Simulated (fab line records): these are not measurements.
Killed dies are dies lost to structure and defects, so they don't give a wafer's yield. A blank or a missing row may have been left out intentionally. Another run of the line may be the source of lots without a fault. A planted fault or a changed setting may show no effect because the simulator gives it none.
Matching of chambers | flow n5Finfet | 4 sister chambers for N5_BEOL_M7_ETCH_65 on rieDiel-05
The step etches SiARC in CF4, target depth 15.6 nm, time 26 s. 8 wafers are shown with their chamber, then 12 later ones without.

## EACH WAFER AND ITS CHAMBER
wafer  | chamber | drypumpMotorCurrentA (A) | showerheadPlenumPTorr (Torr)
L085.6 | 1       | 5.1                      | 2.22
L088.5 | 2       | 6.3                      | 2.19
L090.4 | 2       | 6.3                      | 2.19
L090.5 | 0       | 5.3                      | 2.23
L090.6 | 3       | 6.0                      | 2.12
L089.2 | 1       | 5.1                      | 2.22
L089.5 | 0       | 5.3                      | 2.22
L089.6 | 3       | 6.1                      | 2.12

## WAFERS WITH NO CHAMBER GIVEN
wafer  | drypumpMotorCurrentA (A) | showerheadPlenumPTorr (Torr)
L092.1 | 5.3                      | 2.22
L092.2 | 6.3                      | 2.19
L092.5 | 5.3                      | 2.22
L094.2 | 6.0                      | 2.12
L094.3 | 5.3                      | 2.22
L094.4 | 5.1                      | 2.21
L096.1 | 6.1                      | 2.11
L096.3 | 5.1                      | 2.21
L096.5 | 5.1                      | 2.21
L097.2 | 6.0                      | 2.11
L097.4 | 6.0                      | 2.11
L097.5 | 5.3                      | 2.22

## CHAMBER TAKEN BY EACH
wafer  | from the rows above | in truth
L092.1 | 0                   | 0
L092.2 | 2                   | 2
L092.5 | 0                   | 0
L094.2 | 3                   | 3
L094.3 | 0                   | 0
L094.4 | 1                   | 1
L096.1 | 3                   | 3
L096.3 | 1                   | 1
L096.5 | 1                   | 1
L097.2 | 3                   | 3
L097.4 | 3                   | 3
L097.5 | 0                   | 0
Placed correctly: 12 of 12. Left unplaced by these rows: 0. Wrongly placed: 0.
How it was worked out, from the rows above alone: a wafer's distance from a chamber is the root of the sum, over the readings, of the square of ((its reading less the chamber's mean) divided by the reading's scatter). The wafer belongs to the nearest chamber; if the next one is less than 2 further off, it can't be placed. Each chamber's mean is taken over the wafers shown for it. The scatter: the root of (the sum of the squares of (reading less its chamber's mean) over the shown wafers, divided by (wafers less chambers)).
